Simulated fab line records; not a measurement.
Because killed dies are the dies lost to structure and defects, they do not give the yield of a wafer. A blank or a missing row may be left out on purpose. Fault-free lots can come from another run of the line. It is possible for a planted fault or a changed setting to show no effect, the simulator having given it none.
A lot that was struck, set against a sound lot    flow n5Finfet    24 out of 1938 route steps
Sound: the wafers L500.2, L500.3, L500.5. Struck: wafers L492.1, L492.6 (left out: L492.2, a lot-mate that was not struck); the cause follows at the end.
Order at every step that has rows: each side's tool, ch and its chambers, its first start. Under that, the readings that differ: sound wafers    struck wafers    difference of the means    sigmas: that difference in standard deviations of wafers without a fault.
alike: readings with means less than 2 such deviations apart, plus words and numbers identical on both sides. not compared: withheld readings, readings lacking a value on some wafer, bounds such as >300 that could conceal the same value, and numbers that have no deviation in the record and whose values overlap.
A row with sigmas, a row that says differs or no value, or rows on one side alone: a step with any of these is where the two part. Numbers that have no deviation but don't overlap get no sigmas and don't part them. Lack of a reading on every wafer of one side parts them only where that side has two or more wafers.

first, 9 steps without rows for these wafers: N5_BEOL_M8_ALD_77 (deposits TaN, target thk 2 nm, pulse time 2 s, purge time 3 s); N5_BEOL_M8_SURFACE_TREAT_79; N5_BEOL_M8_CVD_78 (deposits Co from CCTBA/H2, target thk 2 nm, time 142.3 s); N5_BEOL_M8_SPUTTER_48 (material Cu, target thk 10 nm, time 1.667 s); N5_BEOL_M8_ECD_50 (material Cu, target thk 300 nm); N5_BEOL_M8_ANNEAL_51 (time 90 s); N5_BEOL_M8_CMP_52 (polishes, stops on SiCOH lowk, t overpolish 6.9 s, target thk 80 nm); N5_BEOL_M8_PRE_CLEAN_55 (time 15 s); N5_BEOL_M8_DEP_56 (deposits SiCN from 3MS/NH3, target thk 10 nm, time 17.5 s).
N5_BEOL_M9_ILD_DEP_00: deposits SiCOH lowk from DEMS/porogen, target thk 308.51 nm, time 58 s.
  sound on pecvd-02 ch 0,1, day 17 22:13; struck on pecvd-03 ch 0, day 17 07:05
reading               sound           struck     difference  sigmas
throttleValvePct (%)  13.5 13.0 12.9  14.3 14.3  +1.2        +2
  alike: heaterPowerW, showerheadPlenumPTorr
then, 11 steps without rows for these wafers: N5_BEOL_M9_CURE_71 (cures SiCOH lowk, time 240 s); N5_BEOL_M9_PECVD_70 (deposits SiO2 from TEOS/O2, target thk 20 nm, time 22.7 s); N5_BEOL_M9_HM_DEP_02 (deposits TiN, target thk 20 nm); N5_BEOL_M9_COAT_59 (time 60 s, resist thk 100 nm); N5_BEOL_M9_COAT_60 (time 60 s, resist thk 30 nm); N5_BEOL_M9_COAT_05 (resist thk 90 nm); N5_BEOL_M9_EBR_07; N5_BEOL_M9_SOFTBAKE_06 (time 60 s); N5_BEOL_M9_EXPOSE_08 (exposes mask M9); N5_BEOL_M9_PEB_09 (peb time 60 s); N5_BEOL_M9_DEVELOP_10 (develop time 30 s).
N5_BEOL_M9_INSPECT_13: inspects for defects (brightfield).
  sound on defectInspect-02 at day 18 00:51; struck on defectInspect-02 at day 17 08:32
reading         sound        struck   difference  sigmas
rawDefectCount  336 609 391  948 880  +469        +6
then, 1 step without rows for these wafers: N5_BEOL_M9_DESCUM_16 (chemistry O2, time 7.9 s).
-- record jumps: 3 days separate the struck wafers' starts on either side; left off in module BEOL_M9, taken up again in module PASSIVATION, whose first shown step is the route's number 1936 --
N5_PASSIVATION_PROBE_49:
  the record has rows for the struck wafers here (prober-02, day 20 00:46) and none for the sound ones

WHERE THEY PART
At N5_BEOL_M9_ILD_DEP_00 first; at N5_PASSIVATION_PROBE_49 last (within this record only).

WHY: what had been put in by the simulator
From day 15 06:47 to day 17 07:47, pecvd-03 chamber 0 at N5_BEOL_M9_ILD_DEP_00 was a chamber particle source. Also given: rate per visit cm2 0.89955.
